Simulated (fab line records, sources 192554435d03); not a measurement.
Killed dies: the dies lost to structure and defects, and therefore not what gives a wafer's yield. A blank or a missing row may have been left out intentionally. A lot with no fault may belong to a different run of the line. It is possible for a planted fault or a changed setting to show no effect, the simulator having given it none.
fab line records | flow n5-finfet
record: lots: 9 | wafers: 27 | last-day: 18
route steps=1938 shown ZERO_LAYER@13 WELL_APT@32 PMOS_HMC_CHANNEL_EPI@70 BEOL_M4@1111
lots that met no fault: taken from a fault-free run of the same line
start-h: hours from the record's opening day to when the first of the lot's shown wafers began | wait-h: hours elapsed since this lot's preceding step | " as in the row above | L1.1+2: a row that stands for several wafers | - no value present, or no start provided | * or withheld: withheld | < > ~ a bound
route shown NAME@n: NAME is a module with steps in the file, n the number in the route of the first one | usual: average and standard deviation across the fault-free wafers | same: alike in all rows | chamber/n: place in a boat | sites: each site's reading | _std_site: standard deviation across them | _edge_site: mean of outer sites minus mean of inner sites | radius-mm: for every site, how far away it sits from the centre of the wafer | mask NAME#n: copy n | behind: the most recent tool/chamber to have shaped the wafer | hold: what put the lot on hold/how long, in hours/how the hold closed | device: which transistor (n, p or np) failed to switch | end of line: tests of these same wafers at the route's end | for a step that has no rows: nothing shown but its recipe | killed: not the wafer's yield, but the dies lost to structure and defects at the first sort | map: the dies of a wafer, with x for killed, . for not killed, _ for no die there
set.NAME: the setting as run; set.NAME@STEP: as run at that earlier step | model.NAME: the simulator's own value behind a step, which no gauge read
a sample of lots followed through the steps of the route, with each step as a table and each wafer as a row
services: a tool's chamber out of use, with start hour (start-h, from the record's first day; less than 0 if before it), hours out, and reason
== steps ==
step: N5_ZERO_LAYER_CD_MEAS_11
recipe: target-cd-nm: 2000 | landing-energy-ev: 500 | detector: se-inlens
usual: cd-nm: 2000.7/1.9
lot.wafer | tool      | chamber | start-h | wait-h | cd-nm
L129.1    | cd-sem-02 | 0       | 30.66   | -      | 2003.1
L129.2    | "         | 0       | "       | "      | 2002.5
L129.4    | "         | 0       | "       | "      | 2002.6
L130.1    | cd-sem-02 | 0       | 36.77   | -      | 2000.6
L130.2    | "         | 0       | "       | "      | 2000.8
L130.6    | "         | 0       | "       | "      | 1998.3
L131.1    | cd-sem-03 | 0       | 42.87   | -      | 2006.1
L131.3    | "         | 0       | "       | "      | 1999.3
L131.5    | "         | 0       | "       | "      | 2003.5
L133.1    | cd-sem-01 | 0       | 54.78   | -      | 2001.6
L133.3    | "         | 0       | "       | "      | 2001.8
L133.6    | "         | 0       | "       | "      | 2002.1
L137.2    | cd-sem-02 | 0       | 78.77   | -      | 1997.4
L137.5    | "         | 0       | "       | "      | 1998.2
L137.6    | "         | 0       | "       | "      | 1995.6
L138.1    | cd-sem-02 | 0       | 84.77   | -      | 2004.4
L138.2    | "         | 0       | "       | "      | 1999.9
L138.5    | "         | 0       | "       | "      | 2002.3
L139.2    | cd-sem-03 | 0       | 90.77   | -      | 2005.7
L139.4    | "         | 0       | "       | "      | 2000.3
L139.6    | "         | 0       | "       | "      | 2003.0
L144.1    | cd-sem-03 | 0       | 120.77  | -      | 2000.8
L144.2    | "         | 0       | "       | "      | 2002.0
L144.4    | "         | 0       | "       | "      | 2001.5
L149.1    | cd-sem-01 | 0       | 150.64  | -      | 2000.9
L149.4    | "         | 0       | "       | "      | 1999.6
L149.6    | "         | 0       | "       | "      | 2001.1
step: N5_WELL_APT_IMPLANT_14
recipe: species: P | energy-kev: 160 | dose-cm2: 1.5e+13 | tilt-deg: 0 | rotation-deg: 0
usual: dose-ions-cm2: 1.4995e+13/1.7e+10 | faraday-current-uA: 190/4.1
lot.wafer | tool         | chamber | start-h | wait-h | dose-ions-cm2 | faraday-current-uA
L129.1    | implanter-02 | 0       | 31.94   | 0.1    | 1.4988e+13    | 192
L129.2    | "            | 0       | "       | "      | 1.4985e+13    | 191
L129.4    | "            | 0       | "       | "      | 1.5018e+13    | 187
L130.1    | implanter-02 | 0       | 37.99   | 0.1    | 1.5036e+13    | 193
L130.2    | "            | 0       | "       | "      | 1.5019e+13    | 190
L130.6    | "            | 0       | "       | "      | 1.5014e+13    | 188
L131.1    | implanter-01 | 0       | 44.49   | 0.1    | 1.5026e+13    | 188
L131.3    | "            | 0       | "       | "      | 1.4974e+13    | 195
L131.5    | "            | 0       | "       | "      | 1.4975e+13    | 189
L133.1    | implanter-01 | 0       | 55.98   | 0.1    | 1.4986e+13    | 197
L133.3    | "            | 0       | "       | "      | 1.4989e+13    | 198
L133.6    | "            | 0       | "       | "      | 1.499e+13     | 187
L137.2    | implanter-01 | 0       | 80.55   | 0.1    | 1.302e+13     | 159
L137.5    | "            | 0       | "       | "      | 1.3013e+13    | 164
L137.6    | "            | 0       | "       | "      | 1.3024e+13    | 167
L138.1    | implanter-01 | 0       | 85.99   | 0.1    | 1.305e+13     | 169
L138.2    | "            | 0       | "       | "      | 1.3027e+13    | 160
L138.5    | "            | 0       | "       | "      | 1.3057e+13    | 161
L139.2    | implanter-01 | 0       | 92.13   | 0.1    | 1.3046e+13    | 163
L139.4    | "            | 0       | "       | "      | 1.3052e+13    | 168
L139.6    | "            | 0       | "       | "      | 1.3057e+13    | 168
L144.1    | implanter-02 | 0       | 121.87  | 0.1    | 1.5004e+13    | 196
L144.2    | "            | 0       | "       | "      | 1.5003e+13    | 187
L144.4    | "            | 0       | "       | "      | 1.5006e+13    | 185
L149.1    | implanter-02 | 0       | 151.74  | 0.1    | 1.4981e+13    | 187
L149.4    | "            | 0       | "       | "      | 1.4981e+13    | 180
L149.6    | "            | 0       | "       | "      | 1.4993e+13    | 189
step: N5_PMOS_HMC_CHANNEL_EPI_HM_OPEN_15
recipe: chemistry: CHF3/O2 | target: SiO2 | mask-material: CAR-ArF-block | target-depth-a: 406 | CHF3_flow_sccm: 50 | O2_flow_sccm: 5 | Ar_flow_sccm: 200 | time-s: 20.3 | pressure-mtorr: 30 | source-w: 650 | bias-w: 170 | ion-energy-ev: 200
usual: drypump-motor-current-A: 5.8/0.49 | oes-product-au: 0.79/0.081 | rf-vpp-V: 524/11 | showerhead-plenum-p-Torr: 2.44/0.074 | throttle-valve-pct: 18.88/0.3
lot.wafer | tool        | chamber | start-h | wait-h | drypump-motor-current-A | oes-product-au | rf-hours-counter-h | rf-vpp-V | showerhead-plenum-p-Torr | throttle-valve-pct
L129.1    | rie-diel-03 | 0       | 35.30   | 0.0    | 5.9                     | 0.79           | 118                | 520      | 2.43                     | 18.85
L129.2    | "           | 3       | "       | "      | 5.6                     | 0.69           | 247                | 499      | 2.28                     | 18.92
L129.4    | "           | 2       | "       | "      | 5.0                     | 0.85           | 59                 | 517      | 2.44                     | 18.95
L130.1    | rie-diel-02 | 2       | 42.25   | 0.0    | 6.6                     | 0.70           | 243                | 537      | 2.48                     | 18.71
L130.2    | "           | 3       | "       | "      | 6.6                     | 0.67           | 245                | 524      | 2.28                     | 19.21
L130.6    | "           | 3       | "       | "      | 6.6                     | 0.67           | -                  | 523      | 2.28                     | 19.20
L131.1    | rie-diel-02 | 1       | 48.00   | 0.0    | 5.4                     | 0.93           | 17                 | 522      | 2.46                     | 18.45
L131.3    | "           | 0       | "       | "      | 5.1                     | 0.73           | 154                | 528      | 2.41                     | 19.23
L131.5    | "           | 3       | "       | "      | 6.6                     | 0.67           | -                  | 523      | 2.28                     | 19.21
L133.1    | rie-diel-04 | 3       | 59.89   | 0.0    | 5.8                     | 0.72           | 213                | 521      | 2.46                     | 18.57
L133.3    | "           | 2       | "       | "      | 5.7                     | 0.77           | 114                | 539      | 2.53                     | 19.19
L133.6    | "           | 2       | "       | "      | 5.7                     | 0.78           | -                  | 539      | 2.53                     | 19.20
L137.2    | rie-diel-04 | 0       | 83.92   | 0.0    | 5.6                     | 0.74           | 153                | 528      | 2.42                     | 19.26
L137.5    | "           | 1       | "       | "      | 6.3                     | 0.76           | -                  | 539      | 2.50                     | 18.57
L137.6    | "           | 0       | "       | "      | 5.6                     | 0.75           | -                  | 529      | 2.42                     | 19.26
L138.1    | rie-diel-03 | 2       | 89.90   | 0.0    | 5.0                     | 0.82           | 77                 | 517      | 2.44                     | 19.00
L138.2    | "           | 0       | "       | "      | 5.9                     | 0.78           | 136                | 521      | 2.42                     | 18.89
L138.5    | "           | 2       | "       | "      | 5.0                     | 0.81           | -                  | 518      | 2.44                     | 18.98
L139.2    | rie-diel-04 | 3       | 95.64   | 0.0    | 5.7                     | 0.71           | 225                | 520      | 2.46                     | 18.58
L139.4    | "           | 0       | "       | "      | 5.6                     | 0.74           | 157                | 529      | 2.42                     | 19.28
L139.6    | "           | 3       | "       | "      | 5.7                     | 0.71           | -                  | 521      | 2.46                     | 18.58
L144.1    | rie-diel-03 | 0       | 125.66  | 0.0    | 5.9                     | 0.77           | 145                | 519      | 2.42                     | 18.90
L144.2    | "           | 3       | "       | "      | 5.6                     | 0.92           | 16                 | 508      | 2.56                     | 18.57
L144.4    | "           | 1       | "       | "      | 6.0                     | 0.76           | 151                | 502      | 2.31                     | 19.04
L149.1    | rie-diel-03 | 2       | 155.01  | 0.0    | 5.0                     | 0.80           | 95                 | 516      | 2.43                     | 19.02
L149.4    | "           | 1       | "       | "      | 6.0                     | 0.74           | 160                | 503      | 2.31                     | 19.04
L149.6    | "           | 3       | "       | "      | 5.6                     | 0.90           | -                  | 508      | 2.56                     | 18.60
step: N5_PMOS_HMC_CHANNEL_EPI_FIN_RECESS_16
recipe: chemistry: HBr/Cl2 | target: Si | mask-material: SiO2 | target-depth-a: 540 | time-s: 18 | pressure-mtorr: 10 | icp-w: 800 | bias-w: 75 | HBr_flow_sccm: 150 | Cl2_flow_sccm: 80
usual: drypump-motor-current-A: 5.9/0.45 | he-backside-leak-sccm: 2.89/0.3 | mfc-cl2-sccm: 79.96/0.25 | oes-product-au: 0.991/0.017 | throttle-valve-pct: 35.6/0.32
lot.wafer | tool      | chamber | start-h | wait-h | drypump-motor-current-A | he-backside-leak-sccm | mfc-cl2-sccm | oes-product-au | rf-hours-counter-h | throttle-valve-pct
L129.1    | rie-si-02 | 0       | 35.68   | 0.0    | 6.4                     | 2.75                  | 79.99        | 1.012          | 151                | 35.6
L129.2    | "         | 1       | "       | "      | 6.2                     | 2.97                  | 79.83        | 0.961          | 147                | 35.2
L129.4    | "         | 3       | "       | "      | 6.5                     | 3.19                  | 79.35        | 0.997          | 108                | 35.2
L130.1    | rie-si-03 | 2       | 42.63   | 0.0    | 4.9                     | 2.45                  | 80.04        | 1.017          | 16                 | 36.3
L130.2    | "         | 0       | "       | "      | 6.2                     | 2.79                  | 80.22        | 0.991          | 37                 | 35.7
L130.6    | "         | 2       | "       | "      | 4.9                     | 2.56                  | 80.21        | 1.020          | -                  | 36.3
L131.1    | rie-si-03 | 1       | 48.40   | 0.0    | 5.1                     | 2.77                  | 79.04        | 0.994          | 185                | 35.8
L131.3    | "         | 0       | "       | "      | 6.2                     | 2.87                  | 80.10        | 0.993          | 38                 | 35.7
L131.5    | "         | 1       | "       | "      | 5.1                     | 2.81                  | 79.86        | 1.009          | -                  | 35.8
L133.1    | rie-si-05 | 2       | 60.28   | 0.0    | 6.2                     | 2.86                  | 80.24        | 0.974          | 118                | 35.4
L133.3    | "         | 3       | "       | "      | 6.0                     | 3.04                  | 79.93        | 0.984          | 70                 | 35.2
L133.6    | "         | 0       | "       | "      | 5.9                     | 3.31                  | 80.79        | 0.987          | -                  | 35.5
L137.2    | rie-si-03 | 1       | 84.30   | 0.0    | 5.1                     | 2.73                  | 80.38        | 1.003          | 186                | 35.8
L137.5    | "         | 1       | "       | "      | 5.1                     | 2.71                  | 80.40        | 1.005          | -                  | 35.8
L137.6    | "         | 2       | "       | "      | 4.9                     | 2.48                  | 80.10        | 1.015          | -                  | 36.3
L138.1    | rie-si-02 | 3       | 90.27   | 0.0    | 6.5                     | 3.01                  | 80.04        | 0.992          | 109                | 35.2
L138.2    | "         | 2       | "       | "      | 5.9                     | 2.52                  | 80.02        | 1.007          | 6                  | 35.5
L138.5    | "         | 0       | "       | "      | 6.4                     | 2.86                  | 79.61        | 1.005          | -                  | 35.5
L139.2    | rie-si-02 | 3       | 96.02   | 0.0    | 6.5                     | 3.28                  | 79.79        | 1.002          | 109                | 35.2
L139.4    | "         | 0       | "       | "      | 6.4                     | 2.62                  | 80.09        | 1.021          | 152                | 35.5
L139.6    | "         | 1       | "       | "      | 6.2                     | 2.82                  | 80.39        | 0.967          | -                  | 35.2
L144.1    | rie-si-05 | 3       | 126.04  | 0.0    | 6.0                     | 3.19                  | 79.76        | 0.982          | 71                 | 35.2
L144.2    | "         | 1       | "       | "      | 5.7                     | 2.66                  | 79.80        | 0.976          | 128                | 35.3
L144.4    | "         | 2       | "       | "      | 6.2                     | 2.98                  | 80.00        | 0.981          | 119                | 35.5
L149.1    | rie-si-05 | 0       | 155.39  | 0.0    | 5.9                     | 3.13                  | 79.99        | 1.004          | 40                 | 35.5
L149.4    | "         | 1       | "       | "      | 5.6                     | 2.66                  | 79.76        | 0.978          | 128                | 35.3
L149.6    | "         | 3       | "       | "      | 6.0                     | 3.31                  | 79.80        | 0.981          | -                  | 35.2
step: N5_BEOL_M4_RC_MEAS_101
usual: DIBL_N: 35.9/1.4 | DIBL_P: 35.9/1.7 | IOFF_N: 0.160/0.026 | IOFF_P: 0.21/0.036 | ION_N: 672/11 | ION_P: 461/8.1 | RS_NWELL: 1036/6.3 | SS_N: 71.4/0.54 | SS_P: 73.2/0.67 | VT_N: 249.3/2.7 | VT_P: -250/3.9
lot.wafer | tool      | chamber | start-h | wait-h | DIBL_N[mV/V] | DIBL_P[mV/V] | IOFF_N[nA/um] | IOFF_P[nA/um] | ION_N[uA/um] | ION_P[uA/um] | RS_NWELL[ohm/sq] | SS_N[mV/dec] | SS_P[mV/dec] | VT_N[mV] | VT_P[mV]
L129.1    | prober-02 | 0       | 196.80  | 0.0    | 36.3         | 36.2         | 0.161         | 0.22          | 674          | 462          | 1034             | 71.1         | 74.1         | 249.6    | -247
L129.2    | "         | 0       | "       | "      | 38.0         | 39.1         | 0.208         | 0.28          | 682          | 465          | 1036             | 72.0         | 73.7         | 246.3    | -248
L129.4    | "         | 0       | "       | "      | 36.7         | 35.7         | 0.169         | 0.21          | 674          | 454          | 1038             | 71.8         | 73.2         | 250.4    | -247
L130.1    | prober-02 | 0       | 204.42  | 0.0    | 37.0         | 38.7         | 0.187         | 0.24          | 680          | 455          | 1038             | 72.2         | 74.2         | 246.1    | -249
L130.2    | "         | 0       | "       | "      | 35.1         | 36.5         | 0.160         | 0.20          | 680          | 468          | 1025             | 71.6         | 73.1         | 248.8    | -253
L130.6    | "         | 0       | "       | "      | 34.3         | 35.6         | 0.139         | 0.18          | 673          | 459          | 1033             | 71.5         | 73.1         | 249.6    | -255
L131.1    | prober-01 | 0       | 206.52  | 0.0    | 37.4         | 35.6         | 0.178         | 0.20          | 674          | 456          | 1032             | 71.8         | 73.3         | 247.8    | -255
L131.3    | "         | 0       | "       | "      | 37.1         | 36.0         | 0.178         | 0.21          | 686          | 458          | 1048             | 71.6         | 73.6         | 249.2    | -253
L131.5    | "         | 0       | "       | "      | 35.0         | 33.4         | 0.136         | 0.16          | 664          | 448          | 1036             | 71.7         | 72.4         | 253.0    | -255
L133.1    | prober-01 | 0       | 208.68  | 0.0    | 36.4         | 34.8         | 0.153         | 0.20          | 671          | 464          | 1041             | 71.4         | 73.4         | 250.6    | -250
L133.3    | "         | 0       | "       | "      | 36.4         | 35.9         | 0.160         | 0.23          | 677          | 474          | 1037             | 71.3         | 73.2         | 248.7    | -247
L133.6    | "         | 0       | "       | "      | 35.4         | 34.2         | 0.147         | 0.20          | 670          | 465          | 1031             | 70.6         | 72.6         | 249.6    | -246
L137.2    | prober-01 | 0       | 232.21  | 0.2    | 35.7         | 36.3         | 0.153         | 0.19          | 676          | 455          | 1125             | 70.7         | 74.0         | 248.6    | -255
L137.5    | "         | 0       | "       | "      | 32.5         | 31.9         | 0.104         | 0.14          | 658          | 448          | 1116             | 70.6         | 72.7         | 258.3    | -257
L137.6    | "         | 0       | "       | "      | 36.7         | 37.0         | 0.161         | 0.20          | 663          | 452          | 1132             | 71.4         | 74.8         | 250.6    | -255
L138.1    | prober-02 | 0       | 250.04  | 0.0    | 38.3         | 39.4         | 0.204         | 0.25          | 676          | 464          | 1130             | 72.0         | 73.9         | 243.8    | -250
L138.2    | "         | 0       | "       | "      | 35.8         | 36.3         | 0.158         | 0.20          | 686          | 466          | 1129             | 71.6         | 72.9         | 248.7    | -250
L138.5    | "         | 0       | "       | "      | 36.1         | 36.8         | 0.169         | 0.21          | 687          | 463          | 1120             | 71.7         | 72.5         | 245.5    | -251
L139.4    | prober-01 | 0       | 250.78  | 0.5    | 33.9         | 32.7         | 0.125         | 0.18          | 672          | 458          | 1117             | 71.0         | 72.8         | 253.8    | -249
L144.1    | prober-01 | 0       | 276.40  | 0.0    | 37.8         | 38.4         | 0.207         | 0.23          | 679          | 458          | 1037             | 72.8         | 73.4         | 246.9    | -248
L144.2    | "         | 0       | "       | "      | 34.7         | 34.8         | 0.137         | 0.18          | 658          | 456          | 1037             | 71.4         | 72.3         | 250.4    | -252
L144.4    | "         | 0       | "       | "      | 37.3         | 38.4         | 0.178         | 0.23          | 672          | 459          | 1032             | 72.2         | 74.3         | 245.6    | -248
L149.1    | prober-02 | 0       | 316.26  | 0.0    | 36.1         | 36.2         | 0.149         | 0.18          | 665          | 456          | 1042             | 71.0         | 72.9         | 252.6    | -253
L149.4    | "         | 0       | "       | "      | 35.0         | 35.4         | 0.136         | 0.17          | 678          | 459          | 1047             | 70.9         | 73.7         | 253.1    | -255
L149.6    | "         | 0       | "       | "      | 38.2         | 39.4         | 0.190         | 0.24          | 675          | 462          | 1037             | 71.5         | 74.2         | 249.5    | -248
== services ==
tool         | chamber | start-h | hours | kind
implanter-01 | -       | 18.66   | 1.4   | repair
rie-diel-02  | 1       | 20.97   | 6.6   | repair
implanter-01 | -       | 23.77   | 1.9   | repair
rie-diel-02  | 3       | 25.41   | 6.7   | repair
rie-si-02    | 1       | 36.88   | 11.0  | repair
rie-si-02    | 0       | 44.52   | 2.0   | repair
rie-diel-03  | 3       | 46.62   | -     | clean
rie-diel-03  | 3       | 46.62   | -     | consumable-replace:focus-ring
rie-diel-03  | 3       | 46.62   | -     | consumable-replace:showerhead
rie-diel-03  | 3       | 46.62   | 15.6  | scheduled-down
rie-diel-03  | 3       | 46.62   | 15.6  | vent-cycle
rie-diel-02  | 3       | 58.62   | -     | clean
rie-diel-02  | 3       | 58.62   | -     | consumable-replace:focus-ring
rie-diel-02  | 3       | 58.62   | -     | consumable-replace:showerhead
rie-diel-02  | 3       | 58.62   | 28.6  | scheduled-down
rie-diel-02  | 3       | 58.62   | 28.6  | vent-cycle
implanter-01 | -       | 73.51   | 2.2   | repair
rie-diel-02  | 2       | 87.28   | -     | clean
rie-diel-02  | 2       | 87.28   | -     | consumable-replace:focus-ring
rie-diel-02  | 2       | 87.28   | 19.8  | scheduled-down
rie-si-02    | 0       | 99.99   | 3.4   | repair
rie-si-02    | 3       | 103.74  | 15.8  | repair
implanter-01 | -       | 120.64  | 1.9   | repair
rie-si-02    | 2       | 143.07  | 15.9  | repair
== key ==
first-sign: step: N5_WELL_APT_IMPLANT_14 | reading: dose-ions-cm2 | direction: down | sigmas: 99+ | usual: 1.4995e+13 | struck: 1.3038e+13
effect: step: N5_WELL_APT_IMPLANT_14 | reading: faraday-current-uA | direction: down | sigmas: 6.2 | usual: 190 | struck: 164
effect: step: N5_BEOL_M4_RC_MEAS_101 | reading: RS_NWELL | direction: up | sigmas: 14 | usual: 1036 | struck: 1124
met-at N5_WELL_APT_IMPLANT_14
struck-lots L137,L138,L139
rows-end L139.2,L139.6
not-acting-at N5_ZERO_LAYER_CD_MEAS_11,N5_PMOS_HMC_CHANNEL_EPI_HM_OPEN_15,N5_PMOS_HMC_CHANNEL_EPI_FIN_RECESS_16
onset-between 55.98 80.55
fault: kind: process-parameter-drift | tool: implanter-01 | chamber: - | onset-h: 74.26 | steps: N5_WELL_APT_IMPLANT_14 | channel: dose-cm2 | offset: -1.9631e+12 | shape: step | acts-in: these-recipes-only | stated: 1.5e+13
rows-end: these wafers met a further fault down the route, and their rows from its step on are left out
